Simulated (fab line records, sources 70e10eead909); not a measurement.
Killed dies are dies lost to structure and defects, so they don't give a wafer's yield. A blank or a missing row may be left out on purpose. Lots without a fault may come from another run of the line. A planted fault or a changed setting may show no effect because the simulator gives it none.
Chamber matching | flow nand_harc | NHARC_P_M0_PRE_CLEAN_31 on pecvd-02: 3 sister chambers
The step time 12 s. 14 wafers are shown with their chamber, then 7 later ones without.

WAFERS WITH THEIR CHAMBER
wafer  | chamber | heater_power_w (W) | heater_power_outer_w (W)
L296.1 | 1       | 739                | 409
L296.2 | 0       | 754                | 470
L296.3 | 2       | 487                | 302
L300.1 | 0       | 755                | 457
L300.4 | 0       | 746                | 447
L300.5 | 2       | 522                | 334
L302.1 | 1       | 704                | 388
L302.2 | 2       | 540                | 348
L302.4 | 0       | 754                | 472
L308.2 | 2       | 524                | 333
L308.3 | 1       | 729                | 390
L308.5 | 0       | 735                | 433
L309.2 | 1       | 790                | 447
L309.3 | 2       | 495                | 314

SIGNATURES (means of the wafers above)
reading              | chamber 0 | chamber 1 | chamber 2 | scatter within a chamber
heater_power_w       | 748.80    | 740.50    | 513.60    | 23.6
heater_power_outer_w | 455.80    | 408.50    | 326.20    | 20.5
Rule: a wafer's distance from a chamber is the root of the sum, over the readings, of the square of ((its reading less the chamber's mean) divided by the reading's scatter). The wafer belongs to the nearest chamber; if the next one is less than 2 further off, it can't be placed. The scatter: the root of (the sum of the squares of (reading less its chamber's mean) over the shown wafers, divided by (wafers less chambers)).

WAFERS WITHOUT THEIR CHAMBER
wafer  | heater_power_w (W) | heater_power_outer_w (W)
L309.4 | 789                | 440
L318.3 | 768                | 447
L318.4 | 504                | 314
L318.5 | 770                | 449
L319.1 | 476                | 300
L319.4 | 779                | 441
L319.5 | 489                | 301

WHICH CHAMBER EACH WENT THROUGH
wafer  | from the rows above     | in truth
L309.4 | can't be placed: 0 or 1 | 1
L318.3 | can't be placed: 0 or 1 | 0
L318.4 | 2                       | 2
L318.5 | can't be placed: 0 or 1 | 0
L319.1 | 2                       | 2
L319.4 | can't be placed: 0 or 1 | 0
L319.5 | 2                       | 2
Placed correctly: 3 of 7. Can't be placed from these rows: 4 (the true chamber is among the candidates in 4). Placed wrongly: 0.
